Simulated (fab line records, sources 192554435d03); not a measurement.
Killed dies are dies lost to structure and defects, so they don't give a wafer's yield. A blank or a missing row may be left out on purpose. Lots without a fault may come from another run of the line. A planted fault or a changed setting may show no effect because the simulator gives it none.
fab line records | flow n5_finfet
record lots=5 wafers=15 last_day=18
route steps=1938 shown HKMG_FIN@413
lots that met no fault: from a run of the same line without faults
start_h: hours from the record's first day to the start of the lot's first wafer shown | wait_h: hours since the lot's step before | " the same as in the row above | L1.1+2: a row that stands for several wafers | - no value, or no start given | * or withheld: withheld | < > ~ a bound
route shown NAME@n: a module of which the file shows steps, and the number in the route of the first | usual: mean/standard deviation of fault-free wafers | same: alike in all rows | chamber/n: place in a boat | sites: the reading at each site | _std_site: their standard deviation | _edge_site: outer sites' mean less inner sites' | radius_mm: how far each site lies from the wafer's centre | mask NAME#n: copy n | behind: the tool/chamber that last shaped the wafer | hold: why the lot was held/for how many hours/how that ended | device: the transistor (n, p or np) that didn't switch | end of line: the same wafers' tests at the end of the route | a step without rows: its recipe alone | killed: dies lost to structure and defects at the first sort, not the wafer's yield | map: a wafer's dies, x killed, . not, _ none there
set.NAME: the setting as run; set.NAME@STEP: as run at that earlier step | model.NAME: the simulator's own value behind a step, which no gauge read
lots at some steps of the route; a table a step, a row a wafer
services: from which hour (start_h, from the record's first day; less than 0 if before it) a tool's chamber was out of use, for how many hours, and why
## steps
# step N5_HKMG_FIN_CVD_62
# recipe material=a-Si target_thk_a=30 temp_c=500 precursor=Si2H6 pressure_torr=1 time_s=20.8
# usual heater_power_outer_w=1025/75 heater_power_w=1586/130
# columns lot.wafer tool chamber start_h wait_h heater_power_outer_w heater_power_w
L078.1 thermal_cvd_si-01 2 101.26 0.2 1044 1596
L078.2 " 1 " " 902 1429
L078.4 " 1 " " 931 1444
L081.4 thermal_cvd_si-02 2 120.45 0.2 998 1549
L081.5 " 0 " " 1106 1762
L081.6 " 1 " " 1076 1739
L088.1 thermal_cvd_si-01 2 157.74 0.2 1032 1557
L088.3 " 1 " " 908 1417
L088.4 " 1 " " 897 1455
L093.2 thermal_cvd_si-02 1 189.94 0.2 1062 1746
L093.4 " 0 " " 1114 1778
L093.6 " 2 " " 986 1583
L096.1 thermal_cvd_si-01 1 207.11 0.2 903 1479
L096.3 " 2 " " 1013 1611
L096.5 " 2 " " 1018 1583
# step N5_HKMG_FIN_RTA_80
# recipe temp_c=withheld time_s=2 ambient=N2 idle_temp_c=600 ramp_up_c_per_s=150 ramp_down_c_per_s=60 cool_to_c=600
# columns lot.wafer tool chamber start_h wait_h
L078.1+2+4 rtp_anneal-02 0 101.39 0.1
L081.4+5+6 rtp_anneal-02 0 120.59 0.1
L088.1+3+4 rtp_anneal-02 0 157.87 0.1
L093.2+4+6 rtp_anneal-01 0 190.10 0.1
L096.1+3+5 rtp_anneal-02 0 207.25 0.1
# step N5_HKMG_FIN_PRECLEAN_64
# recipe chemistry=dHF time_s=30 temp_c=25 dilution=withheld
# columns lot.wafer tool chamber start_h wait_h
L078.1+2+4 wet_bench-06 1,2,6 101.54 0.1
L081.4+5+6 wet_bench-05 0,1,2 120.67 0.1
L088.1+3+4 wet_bench-06 6,7,1 158.02 0.1
L093.2+4+6 wet_bench-06 0,5,2 190.22 0.1
L096.1+3+5 wet_bench-04 4,3,7 207.39 0.1
# step N5_HKMG_FIN_WET_ETCH_65
# recipe chemistry=TMAH temp_c=70 conc_wt_pct=5 target=a-Si stop_on=TiN time_s=49 target_depth_nm=3
# columns lot.wafer tool chamber start_h wait_h
L078.1+2+4 wet_bench-06 1,2,6 101.55 0.0
L081.4+5+6 wet_bench-05 0,1,2 120.69 0.0
L088.1+3+4 wet_bench-06 6,7,1 158.04 0.0
L093.2+4+6 wet_bench-06 0,5,2 190.23 0.0
L096.1+3+5 wet_bench-04 4,3,7 207.40 0.0
# step N5_HKMG_FIN_WET_ETCH_81
# recipe chemistry=SC1 target=TiN stop_on=HfO2 mix=1:1:5 temp_c=60 time_s=57 target_depth_nm=6
# columns lot.wafer tool chamber start_h wait_h
L078.1+2+4 wet_bench-06 1,2,6 101.56 0.0
L081.4+5+6 wet_bench-05 0,1,2 120.70 0.0
L088.1+3+4 wet_bench-06 6,7,1 158.07 0.0
L093.2+4+6 wet_bench-06 0,5,2 190.25 0.0
L096.1+3+5 wet_bench-04 4,3,7 207.42 0.0
# step N5_HKMG_FIN_WET_ETCH_82
# recipe chemistry=dHCl mix=1:10000 temp_c=25 target=La2O3 stop_on=HfO2 target_depth_nm=2 dry=ipa_marangoni rinse_time_s=30 rinse_temp_c=23
# columns lot.wafer tool chamber start_h wait_h
L078.1+2+4 wet_bench-06 1,2,6 101.59 0.0
L081.4+5+6 wet_bench-05 0,1,2 120.73 0.0
L088.1+3+4 wet_bench-06 6,7,1 158.13 0.0
L093.2+4+6 wet_bench-06 0,5,2 190.28 0.0
L096.1+3+5 wet_bench-04 4,3,7 207.45 0.0
# step N5_HKMG_FIN_ALD_36
# recipe material=TiN target_thk_a=10 temp_c=400 ald_precursor_family=TiCl4 ald_co_reactant=NH3 pulse_time_s=1 purge_time_s=3 co_reactant_purge_time_s=2 co_reactant_pulse_time_s=2 ald_cycles=47 pressure_torr=3
# usual heater_power_outer_w=524/58 heater_power_w=875/110 precursor_pulse_height_rel=1.002/0.021
# columns lot.wafer tool chamber start_h wait_h heater_power_outer_w heater_power_w precursor_pulse_height_rel
L078.1 ald_metal-01 2 101.65 0.0 635 1069 1.008
L078.2 " 3 " " 507 913 1.004
L078.4 " 1 " " 573 987 1.030
L081.4 ald_metal-01 2 120.79 0.0 639 1038 1.034
L081.5 " 0 " " 452 774 1.010
L081.6 " 1 " " 569 989 0.960
L088.1 ald_metal-02 0 158.22 0.0 558 1001 1.027
L088.3 " 1 " " 495 816 0.994
L088.4 " 2 " " 457 798 0.998
L093.2 ald_metal-03 3 190.34 0.0 467 705 0.999
L093.4 " 2 " " 518 816 0.979
L093.6 " 1 " " 581 937 1.016
L096.1 ald_metal-01 1 207.59 0.1 565 972 1.008
L096.3 " 3 " " 500 916 1.045
L096.5 " 0 " " 459 759 0.996
# step N5_HKMG_FIN_THK_MEAS_70
# recipe thk_meas_gauge=xrf reads=HfO2_of_HKMG_FIN_HK_ALD_01
# usual HK_THK=1.594/0.021
# columns lot.wafer tool chamber start_h wait_h HK_THK[nm]
L078.1 film_metro-02 - 101.93 0.2 1.624
L078.2 " - " " 1.595
L078.4 " - " " 1.629
L081.4 film_metro-01 - 121.08 0.2 1.574
L081.5 " - " " 1.596
L081.6 " - " " 1.571
L088.1 film_metro-01 - 158.50 0.2 1.617
L088.3 " - " " 1.591
L088.4 " - " " 1.584
L093.2 film_metro-01 - 190.62 0.2 1.588
L093.4 " - " " 1.585
L093.6 " - " " 1.585
L096.1 film_metro-02 - 208.09 0.4 1.592
L096.3 " - " " 1.627
L096.5 " - " " 1.653
# step N5_HKMG_FIN_PWFM_ALD_03
# recipe material=TiN target_thk_a=20 temp_c=400 ald_precursor_family=TiCl4 ald_co_reactant=NH3 pulse_time_s=1 purge_time_s=3 co_reactant_purge_time_s=2 co_reactant_pulse_time_s=2 ald_cycles=91 pressure_torr=3
# usual heater_power_outer_w=523/55 heater_power_w=873/98 precursor_pulse_height_rel=1.000/0.02
# columns lot.wafer tool chamber start_h wait_h heater_power_outer_w heater_power_w precursor_pulse_height_rel
L078.1 ald_metal-02 1 101.97 0.0 486 801 0.979
L078.2 " 0 " " 552 971 1.008
L078.4 " 2 " " 457 802 1.009
L081.4 ald_metal-03 1 121.12 0.0 580 927 1.010
L081.5 " 3 " " 478 720 1.004
L081.6 " 2 " " 531 825 1.049
L088.1 ald_metal-02 0 158.54 0.0 575 991 0.996
L088.3 " 3 " " 528 886 0.982
L088.4 " 2 " " 468 791 1.013
L093.2 ald_metal-02 0 190.66 0.0 564 993 0.986
L093.4 " 2 " " 465 791 1.005
L093.6 " 3 " " 534 902 0.979
L096.1 ald_metal-03 0 208.13 0.0 495 832 1.037
L096.3 " 3 " " 467 718 1.004
L096.5 " 3 " " 459 725 1.003
# step N5_HKMG_FIN_COAT_29
# recipe resist=SOC temp_c=250 time_s=60 spin_rpm=1500 resist_thk_nm=300
# usual dispense_pressure_kPa=46/4.6
# columns lot.wafer tool chamber start_h wait_h dispense_pressure_kPa
L078.1 litho_track-02 0 102.44 0.2 42
L078.2 " 0 " " 42
L078.4 " 0 " " 42
L081.4 litho_track-01 0 121.59 0.2 53
L081.5 " 0 " " 53
L081.6 " 0 " " 53
L088.1 litho_track-03 0 159.02 0.3 49
L088.3 " 0 " " 49
L088.4 " 0 " " 49
L093.2 litho_track-03 0 191.13 0.2 49
L093.4 " 0 " " 49
L093.6 " 0 " " 49
L096.1 litho_track-01 0 208.60 0.2 53
L096.3 " 0 " " 53
L096.5 " 0 " " 53
# step N5_HKMG_FIN_COAT_30
# recipe resist=SiARC temp_c=220 time_s=60 spin_rpm=1500 resist_thk_nm=35
# usual dispense_pressure_kPa=46/4.6
# columns lot.wafer tool chamber start_h wait_h dispense_pressure_kPa
L078.1 litho_track-02 0 - - 42
L078.2 " 0 " " 42
L078.4 " 0 " " 42
L081.4 litho_track-01 0 - - 53
L081.5 " 0 " " 53
L081.6 " 0 " " 53
L088.1 litho_track-03 0 - - 48
L088.3 " 0 " " 49
L088.4 " 0 " " 49
L093.2 litho_track-03 0 - - 49
L093.4 " 0 " " 49
L093.6 " 0 " " 49
L096.1 litho_track-01 0 - - 53
L096.3 " 0 " " 54
L096.5 " 0 " " 53
# step N5_HKMG_FIN_COAT_06
# recipe resist=CAR-ArF spin_rpm=1500 resist_thk_nm=90
# usual dispense_pressure_kPa=46/4.6
# columns lot.wafer tool chamber start_h wait_h dispense_pressure_kPa
L078.1 litho_track-02 0 - - 42
L078.2 " 0 " " 42
L078.4 " 0 " " 42
L081.4 litho_track-01 0 - - 53
L081.5 " 0 " " 53
L081.6 " 0 " " 53
L088.1 litho_track-03 0 - - 49
L088.3 " 0 " " 49
L088.4 " 0 " " 49
L093.2 litho_track-03 0 - - 49
L093.4 " 0 " " 49
L093.6 " 0 " " 49
L096.1 litho_track-01 0 - - 53
L096.3 " 0 " " 53
L096.5 " 0 " " 53
# step N5_HKMG_FIN_EBR_08
# recipe solvent=PGMEA ebr_width_mm=1.5
# columns lot.wafer tool chamber start_h wait_h
L078.1+2+4 litho_track-02 0 - -
L081.4+5+6 litho_track-01 0 - -
L088.1+3+4 litho_track-03 0 - -
L093.2+4+6 litho_track-03 0 - -
L096.1+3+5 litho_track-01 0 - -
# step N5_HKMG_FIN_SOFTBAKE_07
# recipe temp_c=110 time_s=60 resist=CAR-ArF
# columns lot.wafer tool chamber start_h wait_h
L078.1+2+4 litho_track-02 0 - -
L081.4+5+6 litho_track-01 0 - -
L088.1+3+4 litho_track-03 0 - -
L093.2+4+6 litho_track-03 0 - -
L096.1+3+5 litho_track-01 0 - -
# step N5_HKMG_FIN_EXPOSE_09
# recipe mask_id=NWFM na=1.35 source_shape=conventional sigma_outer=0.8 polarization=unpolarized dose_mj=39.25
# columns lot.wafer tool chamber start_h wait_h mask
L078.1+2+4 arfi_scanner-03 0 102.56 - NWFM#0
L081.4+5+6 arfi_scanner-01 0 121.72 - NWFM#0
L088.1+3+4 arfi_scanner-02 0 159.27 - NWFM#0
L093.2+4+6 arfi_scanner-02 0 191.38 - NWFM#0
L096.1+3+5 arfi_scanner-02 0 208.85 - NWFM#0
# step N5_HKMG_FIN_PEB_10
# recipe peb_temp_c=withheld peb_time_s=60 resist=CAR-ArF
# columns lot.wafer tool chamber start_h wait_h
L078.1+2+4 litho_track-03 0 102.62 0.1
L081.4+5+6 litho_track-02 0 121.77 0.0
L088.1+3+4 litho_track-01 0 159.32 0.1
L093.2+4+6 litho_track-03 0 191.43 0.0
L096.1+3+5 litho_track-02 0 208.90 0.1
# step N5_HKMG_FIN_DEVELOP_11
# recipe develop_time_s=30 developer=TMAH resist=CAR-ArF dev_temp_c=23 rinse_liquid=diw dry=air_spin
# columns lot.wafer tool chamber start_h wait_h
L078.1+2+4 litho_track-03 0 - -
L081.4+5+6 litho_track-02 0 - -
L088.1+3+4 litho_track-01 0 - -
L093.2+4+6 litho_track-03 0 - -
L096.1+3+5 litho_track-02 0 - -
# step N5_HKMG_FIN_CD_MEAS_12
# recipe target_cd_nm=92.8 landing_energy_ev=500 detector=se_inlens
# usual cd_nm=92.5/0.68
# columns lot.wafer tool chamber start_h wait_h cd_nm
L078.1 cd_sem-03 0 102.68 - 93.3
L078.2 " 0 " " 92.4
L078.4 " 0 " " 92.4
L081.4 cd_sem-03 0 121.84 - 91.7
L081.5 " 0 " " 90.9
L081.6 " 0 " " 91.5
L088.1 cd_sem-03 0 159.39 - 93.2
L088.3 " 0 " " 92.0
L088.4 " 0 " " 93.4
L093.2 cd_sem-03 0 191.50 - 92.5
L093.4 " 0 " " 93.3
L093.6 " 0 " " 93.2
L096.1 cd_sem-01 0 208.97 - 91.7
L096.3 " 0 " " 92.6
L096.5 " 0 " " 92.4
# step N5_HKMG_FIN_OVL_MEAS_13
# recipe points_per_wafer=44
# usual NWFM_OVL=-0.4/0.72
# columns lot.wafer tool chamber start_h wait_h NWFM_OVL[nm]
L078.1 overlay-01 0 102.71 0.0 -1.2
L078.2 " 0 " " 0.9
L078.4 " 0 " " 0.1
L081.4 overlay-02 0 121.86 0.0 -1.0
L081.5 " 0 " " -0.5
L081.6 " 0 " " -1.0
L088.1 overlay-01 0 159.42 0.0 0.1
L088.3 " 0 " " 0.0
L088.4 " 0 " " -1.4
L093.2 overlay-01 0 191.53 0.0 0.5
L093.4 " 0 " " -0.8
L093.6 " 0 " " -0.6
L096.1 overlay-01 0 209.00 0.0 -1.1
L096.3 " 0 " " -1.6
L096.5 " 0 " " -1.4
# step N5_HKMG_FIN_INSPECT_14
# recipe mode=adi inspect_instrument=macro
# usual raw_defect_count=2.1/1.4
# columns lot.wafer tool chamber start_h wait_h raw_defect_count
L078.1 defect_inspect-01 - 102.74 0.0 2
L078.2 " - " " 3
L078.4 " - " " 3
L081.4 defect_inspect-02 - 121.89 0.0 1
L081.5 " - " " 2
L081.6 " - " " 4
L088.1 defect_inspect-02 - 159.44 0.0 1
L088.3 " - " " 2
L088.4 " - " " 0
L093.2 defect_inspect-01 - 191.55 0.0 0
L093.4 " - " " 3
L093.6 " - " " 1
L096.1 defect_inspect-01 - 209.02 0.0 2
L096.3 " - " " 3
L096.5 " - " " 2
# step N5_HKMG_FIN_DESCUM_17
# recipe chemistry=O2 time_s=7.9 source_power_w=50 bias_power_w=20 pressure_mtorr=20 rf_frequency_hz=2.712e+07 temp_c=40 resist=CAR-ArF o2_flow_sccm=225
# usual drypump_motor_current_A=5.7/0.64 oes_product_au=0.83/0.1 rf_vpp_V=242.5/1.1 showerhead_plenum_p_Torr=2.05/0.061 throttle_valve_pct=20.46/0.19
# columns lot.wafer tool chamber start_h wait_h drypump_motor_current_A oes_product_au rf_hours_counter_h rf_vpp_V showerhead_plenum_p_Torr throttle_valve_pct
L078.1 rie_diel-06 1 102.96 0.2 4.8 0.85 65 244.2 2.02 20.31
L078.2 " 3 " " 6.7 0.70 239 243.4 2.08 20.85
L078.4 " 2 " " 5.3 0.74 193 242.7 1.98 20.54
L081.4 rie_diel-03 2 121.92 0.0 4.8 0.97 10 242.6 2.07 20.09
L081.5 " 3 " " 6.5 1.03 - 244.6 2.23 20.05
L081.6 " 2 " " 4.8 0.96 - 242.3 2.07 20.08
L088.1 rie_diel-04 0 159.48 0.0 5.5 0.75 133 242.1 2.00 20.39
L088.3 " 1 " " 6.1 0.87 43 240.9 2.06 20.32
L088.4 " 2 " " 5.8 0.69 220 243.5 2.05 20.53
L093.2 rie_diel-06 2 191.60 0.0 5.4 0.70 228 242.4 1.97 20.59
L093.4 " 0 " " 5.2 0.84 66 242.8 2.02 20.37
L093.6 " 0 " " 5.2 0.84 - 242.9 2.03 20.35
L096.1 rie_diel-06 1 209.06 0.0 4.8 0.82 104 243.3 2.00 20.37
L096.3 " 0 " " 5.1 0.83 73 241.7 2.02 20.38
L096.5 " 3 " " 6.7 0.95 - 239.8 2.07 20.54
# step N5_HKMG_FIN_ETCH_31
# recipe chemistry=CF4 target=SiARC target_depth_a=455 mask_material=CAR-ArF time_s=75.8 ion_energy_ev=80 pressure_mtorr=40 source_w=545 bias_w=36 Ar_flow_sccm=100 cf4_flow_sccm=100 ends=cleared
# usual drypump_motor_current_A=5.7/0.64 etch_rf_on_time_s=75.4/1.9 oes_product_au=0.70/0.086 rf_vpp_V=183.6/1.1 showerhead_plenum_p_Torr=2.10/0.054 throttle_valve_pct=15.63/0.23
# columns lot.wafer tool chamber start_h wait_h drypump_motor_current_A etch_rf_on_time_s oes_product_au rf_hours_counter_h rf_vpp_V showerhead_plenum_p_Torr throttle_valve_pct
L078.1 rie_diel-06 1 103.00 0.0 4.8 76.2 0.72 65 184.4 2.08 15.57
L078.2 " 3 " " 6.7 79.1 0.59 239 185.3 2.11 15.95
L078.4 " 2 " " 5.3 76.7 0.62 193 183.5 2.05 15.81
L081.4 rie_diel-03 2 121.95 0.0 4.8 74.7 0.82 10 183.4 2.10 15.14
L081.5 " 3 " " 6.5 73.6 0.86 - 185.7 2.28 15.24
L081.6 " 2 " " 4.8 74.3 0.81 - 182.4 2.10 15.13
L088.1 rie_diel-04 0 159.51 0.0 5.5 76.2 0.65 133 181.8 2.06 15.62
L088.3 " 1 " " 6.1 71.9 0.75 43 183.3 2.09 15.37
L088.4 " 2 " " 5.9 74.6 0.60 220 185.2 2.13 15.87
L093.2 rie_diel-06 2 191.64 0.0 5.4 76.8 0.60 228 184.1 2.04 15.89
L093.4 " 0 " " 5.2 76.4 0.71 66 184.9 2.10 15.61
L093.6 " 0 " " 5.2 75.9 0.72 - 182.9 2.10 15.61
L096.1 rie_diel-06 1 209.09 0.0 4.8 75.4 0.69 104 184.6 2.07 15.63
L096.3 " 0 " " 5.2 76.8 0.71 73 183.2 2.10 15.63
L096.5 " 3 " " 6.7 77.9 0.79 - 183.9 2.10 15.52
# step N5_HKMG_FIN_ETCH_32
# recipe chemistry=N2/H2 target=SOC target_depth_a=2400 temp_c=40 time_s=300 ion_energy_ev=200 mask_material=SiARC pressure_mtorr=30 source_w=840 bias_w=150 n2_flow_sccm=200 h2_flow_sccm=200
# usual drypump_motor_current_A=5.7/0.64 oes_product_au=0.82/0.1 rf_vpp_V=522.2/2.1 showerhead_plenum_p_Torr=2.49/0.064 throttle_valve_pct=17.89/0.23
# columns lot.wafer tool chamber start_h wait_h drypump_motor_current_A oes_product_au rf_hours_counter_h rf_vpp_V showerhead_plenum_p_Torr throttle_valve_pct
L078.1 rie_diel-06 1 103.06 0.0 4.9 0.85 65 522.3 2.48 17.82
L078.2 " 3 " " 6.7 0.68 239 523.3 2.50 18.12
L078.4 " 2 " " 5.4 0.73 193 520.2 2.43 18.15
L081.4 rie_diel-03 2 122.01 0.0 4.8 0.96 10 521.8 2.52 17.51
L081.5 " 3 " " 6.5 1.00 - 526.6 2.70 17.40
L081.6 " 2 " " 4.8 0.96 - 521.9 2.52 17.54
L088.1 rie_diel-04 0 159.57 0.0 5.5 0.75 133 521.6 2.44 17.85
L088.3 " 1 " " 6.2 0.89 43 522.9 2.49 17.59
L088.4 " 2 " " 5.8 0.70 220 522.3 2.52 18.11
L093.2 rie_diel-06 2 191.69 0.0 5.4 0.71 228 518.3 2.42 18.22
L093.4 " 0 " " 5.2 0.84 66 522.5 2.48 17.90
L093.6 " 0 " " 5.2 0.83 - 520.3 2.48 17.89
L096.1 rie_diel-06 1 209.15 0.0 4.8 0.81 105 522.6 2.47 17.88
L096.3 " 0 " " 5.2 0.83 73 521.3 2.47 17.93
L096.5 " 3 " " 6.7 0.92 - 522.5 2.48 17.76
# step N5_HKMG_FIN_STRIP_33
# recipe chemistry=N2/H2 temp_c=40 n2_flow_sccm=200 h2_flow_sccm=200 rf_frequency_hz=6e+07
# columns lot.wafer tool chamber start_h wait_h
L078.1+2+4 rie_diel-06 1,3,2 103.24 0.1
L081.4+5+6 rie_diel-03 2,3,2 122.19 0.1
L088.1+3+4 rie_diel-04 0,1,2 159.75 0.1
L093.2+4+6 rie_diel-06 2,0,0 191.87 0.1
L096.1+3+5 rie_diel-06 1,0,3 209.33 0.1
# step N5_HKMG_FIN_STRIP_34
# recipe chemistry=CF4 resist=SiARC power_w=300 bias_power_w=75 pressure_mtorr=50 cf4_flow_sccm=150 rf_frequency_hz=6e+07
# usual drypump_motor_current_A=5.7/0.64 oes_product_au=0.81/0.093 rf_vpp_V=270.3/1.3 showerhead_plenum_p_Torr=1.76/0.043 throttle_valve_pct=13.59/0.23
# columns lot.wafer tool chamber start_h wait_h drypump_motor_current_A oes_product_au rf_hours_counter_h rf_vpp_V showerhead_plenum_p_Torr throttle_valve_pct
L078.1 rie_diel-06 1 103.25 0.0 4.8 0.84 65 271.4 1.75 13.49
L078.2 " 3 " " 6.7 0.71 239 270.6 1.77 13.96
L078.4 " 2 " " 5.3 0.73 193 268.9 1.71 13.81
L081.4 rie_diel-03 2 122.20 0.0 4.8 0.94 10 270.3 1.77 13.14
L081.5 " 3 " " 6.5 0.97 - 272.0 1.90 13.15
L081.6 " 2 " " 4.8 0.93 - 269.9 1.77 13.14
L088.1 rie_diel-04 0 159.76 0.0 5.5 0.75 133 271.1 1.74 13.62
L088.3 " 1 " " 6.2 0.85 44 269.7 1.76 13.36
L088.4 " 2 " " 5.8 0.68 220 270.9 1.78 13.89
L093.2 rie_diel-06 2 191.88 0.0 5.3 0.71 229 268.1 1.71 13.87
L093.4 " 0 " " 5.2 0.82 66 268.8 1.76 13.55
L093.6 " 0 " " 5.1 0.83 - 271.0 1.76 13.54
L096.1 rie_diel-06 1 209.34 0.0 4.8 0.80 105 270.6 1.74 13.61
L096.3 " 0 " " 5.1 0.82 73 270.6 1.76 13.56
L096.5 " 3 " " 6.6 0.92 - 272.1 1.76 13.48
# step N5_HKMG_FIN_ETCH_35
# recipe chemistry=N2/H2 target=SOC target_depth_a=2158 ion_energy_ev=65 bias_w=5 source_w=3000 time_s=243.4 pressure_mtorr=30 n2_flow_sccm=200 h2_flow_sccm=200
# usual drypump_motor_current_A=5.7/0.64 oes_product_au=0.82/0.1 rf_vpp_V=141.2/0.95 showerhead_plenum_p_Torr=2.49/0.064 throttle_valve_pct=17.90/0.23
# columns lot.wafer tool chamber start_h wait_h drypump_motor_current_A oes_product_au rf_hours_counter_h rf_vpp_V showerhead_plenum_p_Torr throttle_valve_pct
L078.1 rie_diel-06 1 103.27 0.0 4.9 0.85 65 142.6 2.48 17.83
L078.2 " 3 " " 6.7 0.68 239 140.8 2.50 18.12
L078.4 " 2 " " 5.4 0.73 193 142.1 2.43 18.16
L081.4 rie_diel-03 2 122.22 0.0 4.8 0.96 10 140.2 2.51 17.54
L081.5 " 3 " " 6.6 1.00 - 142.4 2.70 17.41
L081.6 " 2 " " 4.8 0.96 - 141.5 2.52 17.54
L088.1 rie_diel-04 0 159.78 0.0 5.5 0.75 134 141.4 2.45 17.87
L088.3 " 1 " " 6.1 0.88 44 141.4 2.49 17.58
L088.4 " 2 " " 5.9 0.70 220 142.3 2.52 18.12
L093.2 rie_diel-06 2 191.90 0.0 5.4 0.69 229 139.0 2.42 18.23
L093.4 " 0 " " 5.2 0.83 66 140.7 2.48 17.92
L093.6 " 0 " " 5.2 0.83 - 141.3 2.48 17.91
L096.1 rie_diel-06 1 209.36 0.0 4.8 0.81 105 141.0 2.47 17.89
L096.3 " 0 " " 5.2 0.82 73 140.4 2.47 17.94
L096.5 " 3 " " 6.7 0.91 - 141.3 2.48 17.76
# step N5_HKMG_FIN_STRIP_92
# recipe chemistry=N2/H2 material=SOC time_s=20 power_w=500 temp_c=40 pressure_mtorr=50 rf_frequency_hz=6e+07 bias_power_w=8 h2_frac=0.5 n2_flow_sccm=300 h2_flow_sccm=300
# usual drypump_motor_current_A=5.7/0.64 oes_product_au=0.82/0.1 rf_vpp_V=54.0/0.88 showerhead_plenum_p_Torr=3.29/0.081 throttle_valve_pct=19.1/0.36
# columns lot.wafer tool chamber start_h wait_h drypump_motor_current_A oes_product_au rf_hours_counter_h rf_vpp_V showerhead_plenum_p_Torr throttle_valve_pct
L078.1 rie_diel-06 1 103.42 0.1 4.9 0.85 65 54.7 3.28 18.9
L078.2 " 3 " " 6.7 0.70 239 55.6 3.30 19.2
L078.4 " 2 " " 5.4 0.73 194 54.1 3.22 19.6
L081.4 rie_diel-03 2 122.37 0.1 4.8 0.95 10 53.3 3.32 18.9
L081.5 " 3 " " 6.5 1.00 - 54.6 3.56 18.5
L081.6 " 2 " " 4.8 0.95 - 55.0 3.32 18.9
L088.1 rie_diel-04 0 159.93 0.1 5.5 0.75 134 55.3 3.23 19.0
L088.3 " 1 " " 6.2 0.88 44 53.6 3.29 18.6
L088.4 " 2 " " 5.8 0.70 220 53.6 3.32 19.3
L093.2 rie_diel-06 2 192.05 0.1 5.4 0.70 229 53.6 3.20 19.6
L093.4 " 0 " " 5.2 0.83 67 53.5 3.28 19.3
L093.6 " 0 " " 5.2 0.82 - 55.0 3.28 19.3
L096.1 rie_diel-06 1 209.51 0.1 4.9 0.81 105 54.5 3.26 19.0
L096.3 " 0 " " 5.2 0.83 73 53.7 3.27 19.3
L096.5 " 3 " " 6.7 0.92 - 54.5 3.28 18.9
# step N5_HKMG_FIN_WET_ETCH_18
# recipe chemistry=SC1 target=TiN mix=1:1:5 temp_c=* time_s=55 target_depth_nm=5.2 dry=ipa_marangoni rinse_time_s=30 rinse_temp_c=23
# columns lot.wafer tool chamber start_h wait_h
L078.1+2+4 wet_bench-06 4,2,5 103.50 0.1
L081.4+5+6 wet_bench-06 7,1,6 122.45 0.1
L088.1+3+4 wet_bench-06 3,2,1 160.01 0.1
L093.2+4+6 wet_bench-04 0,7,6 192.14 0.1
L096.1+3+5 wet_bench-06 2,6,5 209.59 0.1
# step N5_HKMG_FIN_STRIP_19
# recipe chemistry=N2/H2 power_w=2500 temp_c=300 h2_frac=0.65 time_s=360 pressure_mtorr=withheld n2_flow_sccm=1750 h2_flow_sccm=3250
# usual drypump_motor_current_A=5.77/0.11 heater_power_w=413/20
# columns lot.wafer tool chamber start_h wait_h drypump_motor_current_A heater_power_w rf_hours_counter_h
L078.1 plasma_asher-01 0 103.56 0.0 5.81 425 39
L078.2 " 1 " " 5.68 430 39
L078.4 " 0 " " 5.80 426 -
L081.4 plasma_asher-02 1 122.63 0.1 5.93 405 -
L081.5 " 0 " " 5.70 377 -
L081.6 " 1 " " 5.93 411 -
L088.1 plasma_asher-02 1 160.11 0.0 5.97 420 106
L088.3 " 1 " " 5.92 429 -
L088.4 " 0 " " 5.65 386 -
L093.2 plasma_asher-02 1 192.21 0.0 5.93 417 113
L093.4 " 0 " " 5.66 387 -
L093.6 " 1 " " 5.95 434 -
L096.1 plasma_asher-01 0 209.65 0.0 5.83 434 61
L096.3 " 0 " " 5.80 415 -
L096.5 " 0 " " 5.83 423 -
# step N5_HKMG_FIN_ALD_91
# recipe material=TiN target_thk_a=10 temp_c=400 ald_precursor_family=TiCl4 ald_co_reactant=NH3 pulse_time_s=1 purge_time_s=3 co_reactant_purge_time_s=2 co_reactant_pulse_time_s=2 ald_cycles=47 pressure_torr=3
# usual heater_power_outer_w=526/56 heater_power_w=871/99 precursor_pulse_height_rel=0.998/0.018
# columns lot.wafer tool chamber start_h wait_h heater_power_outer_w heater_power_w precursor_pulse_height_rel
L078.1 ald_metal-01 2 103.94 0.3 644 1044 1.025
L078.2 " 0 " " 446 754 0.961
L078.4 " 3 " " 522 909 0.980
L081.4 ald_metal-01 1 122.90 0.1 545 999 0.997
L081.5 " 2 " " 631 1056 0.984
L081.6 " 3 " " 513 919 1.002
L088.1 ald_metal-03 0 160.49 0.3 494 833 1.023
L088.3 " 1 " " 561 898 0.980
L088.4 " 2 " " 527 799 0.988
L093.2 ald_metal-03 3 192.59 0.3 475 703 0.985
L093.4 " 1 " " 574 927 1.013
L093.6 " 0 " " 493 837 1.000
L096.1 ald_metal-03 3 210.04 0.3 469 721 1.013
L096.3 " 2 " " 516 834 0.991
L096.5 " 1 " " 587 937 1.006
# step N5_HKMG_FIN_COAT_85
# recipe resist=SOC temp_c=250 time_s=60 spin_rpm=1500 resist_thk_nm=300
# usual dispense_pressure_kPa=46/4.3
# columns lot.wafer tool chamber start_h wait_h dispense_pressure_kPa
L078.1 litho_track-03 0 104.22 0.2 49
L078.2 " 0 " " 49
L078.4 " 0 " " 49
L081.4 litho_track-02 0 123.19 0.2 42
L081.5 " 0 " " 42
L081.6 " 0 " " 42
L088.1 litho_track-02 0 160.77 0.2 42
L088.3 " 0 " " 42
L088.4 " 0 " " 42
L093.2 litho_track-03 0 192.87 0.2 49
L093.4 " 0 " " 49
L093.6 " 0 " " 49
L096.1 litho_track-03 0 210.31 0.2 49
L096.3 " 0 " " 49
L096.5 " 0 " " 49
## services
# columns tool chamber start_h hours kind
arfi_scanner-03 - 79.62 1.0 repair
rie_diel-06 3 81.71 6.0 repair
arfi_scanner-03 - 84.58 1.0 pm
thermal_cvd_si-02 2 86.33 13.6 repair
arfi_scanner-02 - 89.86 1.3 pm
rie_diel-03 - 97.60 2.8 pm
ald_metal-03 - 103.90 0.6 repair
arfi_scanner-02 - 104.63 0.9 repair
arfi_scanner-01 - 119.41 0.8 pm
rie_diel-04 1 120.81 9.9 repair
ald_metal-02 3 120.85 3.3 repair
arfi_scanner-02 - 139.29 1.0 pm
rie_diel-04 0 148.13 8.1 repair
plasma_asher-02 - 152.51 4.4 repair
arfi_scanner-02 - 154.77 1.0 pm
ald_metal-02 - 160.91 2.8 pm
ald_metal-01 1 166.47 37.5 repair
ald_metal-01 - 174.89 1.0 repair
plasma_asher-01 - 181.70 2.5 repair
arfi_scanner-02 - 184.03 0.7 repair
plasma_asher-01 - 190.16 5.4 repair
arfi_scanner-02 - 194.32 1.3 pm
ald_metal-03 - 194.52 6.0 pm
ald_metal-01 - 202.97 0.9 repair
## key
fault none
